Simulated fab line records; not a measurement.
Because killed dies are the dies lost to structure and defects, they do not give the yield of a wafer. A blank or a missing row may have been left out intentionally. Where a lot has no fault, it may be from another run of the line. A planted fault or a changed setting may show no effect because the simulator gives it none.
Chamber matching | flow n5 finfet | N5_BEOL_M9_VIA_ETCH_34 on rie diel-03: 4 sister chambers
The step etches SiCOH lowk in C4F6/O2, target depth 182.4 nm, time 68.4 s. 18 wafers are shown with their chamber, then 9 later ones without.

== WAFERS WITH THEIR CHAMBER ==
wafer  | chamber | drypump motor current A (A) | showerhead plenum p Torr (Torr) | rf vpp V (V)
L075.2 | 0       | 5.8                         | 2.94                            | 655
L075.4 | 2       | 6.0                         | 2.71                            | 680
L075.6 | 0       | 5.8                         | 2.94                            | 654
L077.1 | 2       | 6.0                         | 2.71                            | 679
L077.2 | 1       | 4.9                         | 2.91                            | 662
L077.3 | 0       | 5.8                         | 2.94                            | 652
L076.3 | 1       | 4.9                         | 2.91                            | 662
L076.4 | 0       | 5.8                         | 2.94                            | 654
L076.6 | 2       | 6.0                         | 2.71                            | 679
L079.1 | 0       | 5.7                         | 2.93                            | 654
L079.3 | 3       | 5.9                         | 2.91                            | 684
L079.5 | 3       | 5.9                         | 2.91                            | 685
L080.4 | 1       | 4.9                         | 2.90                            | 662
L080.5 | 1       | 4.9                         | 2.90                            | 661
L080.6 | 2       | 6.0                         | 2.71                            | 680
L083.1 | 3       | 5.9                         | 2.90                            | 687
L083.4 | 0       | 5.8                         | 2.93                            | 654
L083.5 | 1       | 4.9                         | 2.90                            | 661

SIGNATURES (means of the wafers above)
reading                  | chamber 0 | chamber 1 | chamber 2 | chamber 3 | scatter within a chamber
drypump motor current A  | 5.783     | 4.900     | 6.000     | 5.900     | 0.0244
showerhead plenum p Torr | 2.9367    | 2.9040    | 2.7100    | 2.9067    | 0.00478
rf vpp V                 | 653.83    | 661.60    | 679.50    | 685.33    | 0.914
Rule: distance of a wafer from a chamber = root of the sum over the readings of ((wafer's reading minus chamber's mean) / reading's scatter) squared. The wafer belongs to the nearest chamber; if the next one is less than 2 further off, it can't be placed. The scatter is the square root of a quotient: the sum, over the shown wafers, of each reading's squared deviation from its chamber's mean, divided by wafers minus chambers.

== WAFERS WITH NO CHAMBER GIVEN ==
wafer  | drypump motor current A (A) | showerhead plenum p Torr (Torr) | rf vpp V (V)
L087.1 | 4.9                         | 2.90                            | 660
L087.2 | 5.8                         | 2.90                            | 686
L087.5 | 4.9                         | 2.90                            | 661
L089.1 | 4.9                         | 2.89                            | 659
L089.2 | 5.9                         | 2.90                            | 686
L089.6 | 4.9                         | 2.89                            | 660
L092.2 | 5.8                         | 2.92                            | 652
L092.3 | 5.9                         | 2.90                            | 686
L092.6 | 5.8                         | 2.92                            | 655

== WHICH CHAMBER EACH WENT THROUGH ==
wafer  | from the rows above | in truth
L087.1 | 1                   | 1
L087.2 | 3                   | 3
L087.5 | 1                   | 1
L089.1 | 1                   | 1
L089.2 | 3                   | 3
L089.6 | 1                   | 1
L092.2 | 0                   | 0
L092.3 | 3                   | 3
L092.6 | 0                   | 0
Correct placement for 9 of the 9. Left unplaced by these rows: 0. Placed wrongly: 0.
